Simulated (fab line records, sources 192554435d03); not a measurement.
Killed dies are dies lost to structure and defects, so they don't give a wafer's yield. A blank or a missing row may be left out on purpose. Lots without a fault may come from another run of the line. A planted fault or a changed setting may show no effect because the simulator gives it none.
fab line records | flow n5_finfet
record lots=5 wafers=15 last_day=19
route steps=1938 shown WELL_APT@32
lots that met no fault: from a run of the same line without faults
start_h: hours from the record's first day to the start of the lot's first wafer shown | wait_h: hours since the lot's step before | " the same as in the row above | L1.1+2: a row that stands for several wafers | - no value, or no start given | * or withheld: withheld | < > ~ a bound
route shown NAME@n: a module of which the file shows steps, and the number in the route of the first | usual: mean/standard deviation of fault-free wafers | same: alike in all rows | chamber/n: place in a boat | sites: the reading at each site | _std_site: their standard deviation | _edge_site: outer sites' mean less inner sites' | radius_mm: how far each site lies from the wafer's centre | mask NAME#n: copy n | behind: the tool/chamber that last shaped the wafer | hold: why the lot was held/for how many hours/how that ended | device: the transistor (n, p or np) that didn't switch | end of line: the same wafers' tests at the end of the route | a step without rows: its recipe alone | killed: dies lost to structure and defects at the first sort, not the wafer's yield | map: a wafer's dies, x killed, . not, _ none there
set.NAME: the setting as run; set.NAME@STEP: as run at that earlier step | model.NAME: the simulator's own value behind a step, which no gauge read
lots at some steps of the route; a table a step, a row a wafer
services: from which hour (start_h, from the record's first day; less than 0 if before it) a tool's chamber was out of use, for how many hours, and why
## steps
# step N5_WELL_APT_IMPLANT_14
# recipe species=P energy_kev=160 dose_cm2=1.5e+13 tilt_deg=0 rotation_deg=0
# columns lot.wafer tool chamber start_h wait_h
L080.1+3+6 implanter-02 0 50.12 0.1
L088.1+4+5 implanter-02 0 97.94 0.1
L091.1+3+4 implanter-01 0 115.80 0.1
L095.1+3+4 implanter-01 0 141.73 0.1
L097.2+3+4 implanter-01 0 151.78 0.1
# step N5_WELL_APT_IMPLANT_15
# recipe species=As energy_kev=25 dose_cm2=1.5e+13 tilt_deg=0 rotation_deg=0
# columns lot.wafer tool chamber start_h wait_h
L080.1+3+6 implanter-02 0 50.30 0.1
L088.1+4+5 implanter-02 0 98.12 0.1
L091.1+3+4 implanter-01 0 115.98 0.1
L095.1+3+4 implanter-01 0 141.91 0.1
L097.2+3+4 implanter-01 0 151.96 0.1
# step N5_WELL_APT_STRIP_16
# recipe chemistry=SPM time_s=900 temp_c=130 h2so4_h2o2_vol_ratio=4 dry=ipa_marangoni
# columns lot.wafer tool chamber start_h wait_h
L080.1+3+6 wet_bench-05 0,4,5 50.51 0.2
L088.1+4+5 wet_bench-01 2,1,3 98.34 0.2
L091.1+3+4 wet_bench-03 5,2,6 116.72 0.7
L095.1+3+4 wet_bench-05 1,4,6 142.12 0.2
L097.2+3+4 wet_bench-05 3,5,6 152.14 0.1
# step N5_WELL_APT_HMDS_18
# recipe time_s=60 temp_c=120
# usual plate_temp_C=119.98/0.13
# columns lot.wafer tool chamber start_h wait_h plate_temp_C
L080.1 litho_track-04 0 50.78 0.0 120.24
L080.3 " 0 " " 120.01
L080.6 " 0 " " 120.02
L088.1 litho_track-03 0 98.62 0.0 120.01
L088.4 " 0 " " 119.78
L088.5 " 0 " " 119.69
L091.1 litho_track-03 0 116.99 0.0 120.10
L091.3 " 0 " " 120.24
L091.4 " 0 " " 120.03
L095.1 litho_track-04 0 142.42 0.0 119.96
L095.3 " 0 " " 120.08
L095.4 " 0 " " 119.98
L097.2 litho_track-04 0 152.46 0.0 119.95
L097.3 " 0 " " 119.83
L097.4 " 0 " " 119.77
# step N5_WELL_APT_COAT_19
# recipe spin_rpm=1357 resist_thk_nm=950
# columns lot.wafer tool chamber start_h wait_h
L080.1+3+6 litho_track-04 0 - -
L088.1+4+5 litho_track-03 0 - -
L091.1+3+4 litho_track-03 0 - -
L095.1+3+4 litho_track-04 0 - -
L097.2+3+4 litho_track-04 0 - -
# step N5_WELL_APT_EBR_21
# recipe solvent=PGMEA ebr_width_mm=1.5
# columns lot.wafer tool chamber start_h wait_h
L080.1+3+6 litho_track-04 0 - -
L088.1+4+5 litho_track-03 0 - -
L091.1+3+4 litho_track-03 0 - -
L095.1+3+4 litho_track-04 0 - -
L097.2+3+4 litho_track-04 0 - -
# step N5_WELL_APT_SOFTBAKE_20
# recipe temp_c=130 time_s=60
# usual plate_temp_C=129.99/0.13
# columns lot.wafer tool chamber start_h wait_h plate_temp_C
L080.1 litho_track-04 0 - - 129.88
L080.3 " 0 " " 130.01
L080.6 " 0 " " 130.08
L088.1 litho_track-03 0 - - 129.79
L088.4 " 0 " " 130.05
L088.5 " 0 " " 129.84
L091.1 litho_track-03 0 - - 130.02
L091.3 " 0 " " 129.83
L091.4 " 0 " " 129.84
L095.1 litho_track-04 0 - - 129.86
L095.3 " 0 " " 129.75
L095.4 " 0 " " 129.88
L097.2 litho_track-04 0 - - 129.92
L097.3 " 0 " " 129.91
L097.4 " 0 " " 129.97
# step N5_WELL_APT_EXPOSE_22
# recipe mask_id=PWELL na=0.8 source_shape=conventional sigma_outer=0.8 polarization=unpolarized defocus_nm=0 target_cd_nm=200 dose_mj=23.2
# columns lot.wafer tool chamber start_h wait_h mask
L080.1+3+6 krf_scanner-02 0 50.88 - PWELL#0
L088.1+4+5 krf_scanner-02 0 98.84 - PWELL#0
L091.1+3+4 krf_scanner-01 0 117.22 - PWELL#0
L095.1+3+4 krf_scanner-02 0 142.52 - PWELL#0
L097.2+3+4 krf_scanner-02 0 152.57 - PWELL#0
# step N5_WELL_APT_PEB_23
# recipe peb_temp_c=130 peb_time_s=90
# usual plate_temp_C=129.99/0.13
# columns lot.wafer tool chamber start_h wait_h plate_temp_C
L080.1 litho_track-02 0 50.94 0.1 130.20
L080.3 " 0 " " 129.85
L080.6 " 0 " " 129.82
L088.1 litho_track-03 0 98.90 0.1 129.92
L088.4 " 0 " " 129.74
L088.5 " 0 " " 130.03
L091.1 litho_track-02 0 117.28 0.1 130.08
L091.3 " 0 " " 130.25
L091.4 " 0 " " 130.12
L095.1 litho_track-02 0 142.57 0.1 129.92
L095.3 " 0 " " 130.23
L095.4 " 0 " " 129.85
L097.2 litho_track-03 0 152.62 0.0 130.06
L097.3 " 0 " " 130.03
L097.4 " 0 " " 130.09
# step N5_WELL_APT_DEVELOP_24
# recipe develop_time_s=45 rinse_liquid=surfactant_rinse dry=air_spin dev_temp_c=21
# columns lot.wafer tool chamber start_h wait_h
L080.1+3+6 litho_track-02 0 - -
L088.1+4+5 litho_track-03 0 - -
L091.1+3+4 litho_track-02 0 - -
L095.1+3+4 litho_track-02 0 - -
L097.2+3+4 litho_track-03 0 - -
# step N5_WELL_APT_HARDBAKE_29
# recipe temp_c=130 time_s=120
# usual plate_temp_C=130.02/0.12
# columns lot.wafer tool chamber start_h wait_h plate_temp_C
L080.1 litho_track-02 0 - - 130.07
L080.3 " 0 " " 129.99
L080.6 " 0 " " 129.92
L088.1 litho_track-03 0 - - 129.91
L088.4 " 0 " " 129.99
L088.5 " 0 " " 130.01
L091.1 litho_track-02 0 - - 130.06
L091.3 " 0 " " 130.01
L091.4 " 0 " " 129.79
L095.1 litho_track-02 0 - - 130.15
L095.3 " 0 " " 130.24
L095.4 " 0 " " 130.12
L097.2 litho_track-03 0 - - 129.91
L097.3 " 0 " " 129.81
L097.4 " 0 " " 130.03
# step N5_WELL_APT_CD_MEAS_25
# recipe target_cd_nm=200 landing_energy_ev=500 detector=se_inlens
# usual cd_nm=200.1/2.2
# columns lot.wafer tool chamber start_h wait_h cd_nm
L080.1 cd_sem-01 0 51.05 - 200.7
L080.3 " 0 " " 196.4
L080.6 " 0 " " 200.2
L088.1 cd_sem-01 0 99.01 - 201.7
L088.4 " 0 " " 201.8
L088.5 " 0 " " 202.4
L091.1 cd_sem-02 0 117.39 - 199.1
L091.3 " 0 " " 201.4
L091.4 " 0 " " 200.7
L095.1 cd_sem-01 0 142.69 - 192.4
L095.3 " 0 " " 197.1
L095.4 " 0 " " 196.0
L097.2 cd_sem-03 0 152.73 - 201.9
L097.3 " 0 " " 201.0
L097.4 " 0 " " 201.6
# step N5_WELL_APT_OVL_MEAS_26
# recipe points_per_wafer=44
# usual PWELL_OVL=0/5.8
# columns lot.wafer tool chamber start_h wait_h PWELL_OVL[nm]
L080.1 overlay-01 0 51.08 0.0 3
L080.3 " 0 " " 9
L080.6 " 0 " " 10
L088.1 overlay-01 0 99.04 0.0 1
L088.4 " 0 " " 4
L088.5 " 0 " " 8
L091.1 overlay-02 0 117.42 0.0 -5
L091.3 " 0 " " -2
L091.4 " 0 " " 2
L095.1 overlay-01 0 142.72 0.0 1
L095.3 " 0 " " 11
L095.4 " 0 " " -6
L097.2 overlay-01 0 152.76 0.0 4
L097.3 " 0 " " 1
L097.4 " 0 " " 2
# step N5_WELL_APT_INSPECT_27
# recipe mode=adi inspect_instrument=macro
# usual raw_defect_count=2.0/1.4
# columns lot.wafer tool chamber start_h wait_h raw_defect_count
L080.1 defect_inspect-02 - 51.11 0.0 2
L080.3 " - " " 2
L080.6 " - " " 3
L088.1 defect_inspect-01 - 99.07 0.0 2
L088.4 " - " " 2
L088.5 " - " " 1
L091.1 defect_inspect-01 - 117.44 0.0 1
L091.3 " - " " 2
L091.4 " - " " 2
L095.1 defect_inspect-02 - 142.74 0.0 3
L095.3 " - " " 5
L095.4 " - " " 2
L097.2 defect_inspect-02 - 152.79 0.0 1
L097.3 " - " " 2
L097.4 " - " " 2
# step N5_WELL_APT_DESCUM_30
# recipe chemistry=O2 time_s=7.9 source_power_w=50 bias_power_w=20 pressure_mtorr=20 rf_frequency_hz=2.712e+07 temp_c=40 o2_flow_sccm=225
# usual chamber_pressure_mTorr=20.003/0.021 drypump_motor_current_A=5.8/0.46 oes_product_au=0.79/0.095 rf_vpp_V=243.3/1.3 showerhead_plenum_p_Torr=2.10/0.071 throttle_valve_pct=20.40/0.23
# columns lot.wafer tool chamber start_h wait_h chamber_pressure_mTorr drypump_motor_current_A oes_product_au rf_hours_counter_h rf_vpp_V showerhead_plenum_p_Torr throttle_valve_pct
L080.1 rie_diel-05 1 51.14 0.0 19.995 6.2 0.69 234 242.9 2.06 20.53
L080.3 " 0 " " 20.023 5.3 0.97 1 242.8 2.12 20.08
L080.6 " 2 " " 19.973 5.6 0.78 - 245.1 2.20 20.52
L088.1 rie_diel-05 3 99.33 0.3 20.003 5.5 0.66 259 241.9 2.06 20.39
L088.4 " 2 " " 19.975 5.6 0.77 - 244.0 2.19 20.55
L088.5 " 0 " " 20.045 5.4 0.91 - 243.8 2.12 20.12
L091.1 rie_diel-05 0 117.52 0.1 20.027 5.4 0.88 30 243.5 2.11 20.13
L091.3 " 2 " " 20.013 5.6 0.76 165 244.1 2.19 20.54
L091.4 " 0 " " 20.022 5.4 0.89 - 245.0 2.11 20.12
L095.1 rie_diel-05 1 142.78 0.0 19.989 6.2 1.00 4 243.0 2.05 20.19
L095.3 " 2 " " 20.009 5.6 0.76 178 245.1 2.18 20.57
L095.4 " 1 " " 20.022 6.2 1.00 - 242.6 2.05 20.19
L097.2 rie_diel-01 0 153.03 0.2 19.959 6.2 0.78 136 242.8 2.01 20.55
L097.3 " 3 " " 19.985 5.1 0.76 155 241.1 1.92 20.21
L097.4 " 2 " " 20.000 5.4 0.71 196 243.5 2.15 20.44
# step N5_WELL_APT_IMPLANT_31
# recipe species=B energy_kev=60 dose_cm2=1.5e+13 tilt_deg=0 rotation_deg=0
# columns lot.wafer tool chamber start_h wait_h
L080.1+3+6 implanter-02 0 51.24 0.1
L088.1+4+5 implanter-01 0 99.42 0.1
L091.1+3+4 implanter-01 0 117.61 0.1
L095.1+3+4 implanter-01 0 142.88 0.1
L097.2+3+4 implanter-02 0 153.15 0.1
## services
# columns tool chamber start_h hours kind
implanter-01 - 34.61 17.1 repair
krf_scanner-01 - 46.41 21.0 pm
implanter-01 - 51.72 17.5 pm
krf_scanner-02 - 53.36 0.2 repair
rie_diel-05 2 60.15 2.0 repair
krf_scanner-01 - 67.41 4.0 pm
krf_scanner-02 0 79.40 - calibration
krf_scanner-01 - 81.27 4.4 pm
rie_diel-05 1 84.10 21.9 repair
implanter-02 - 87.13 8.6 repair
rie_diel-05 3 96.30 1.8 repair
krf_scanner-01 - 96.91 1.0 pm
rie_diel-05 2 100.11 16.3 repair
litho_track-04 - 105.40 - consumable_replace:filter
krf_scanner-01 - 106.39 0.8 pm
implanter-02 - 115.20 3.0 repair
rie_diel-05 1 116.46 - clean
rie_diel-05 3 119.45 6.4 repair
litho_track-02 - 124.39 - consumable_replace:filter
krf_scanner-01 - 124.60 1.3 pm
litho_track-04 - 125.94 - consumable_replace:filter
krf_scanner-02 - 127.56 1.6 repair
krf_scanner-01 - 128.49 34.1 repair
implanter-02 - 135.63 7.8 repair
## key
fault none
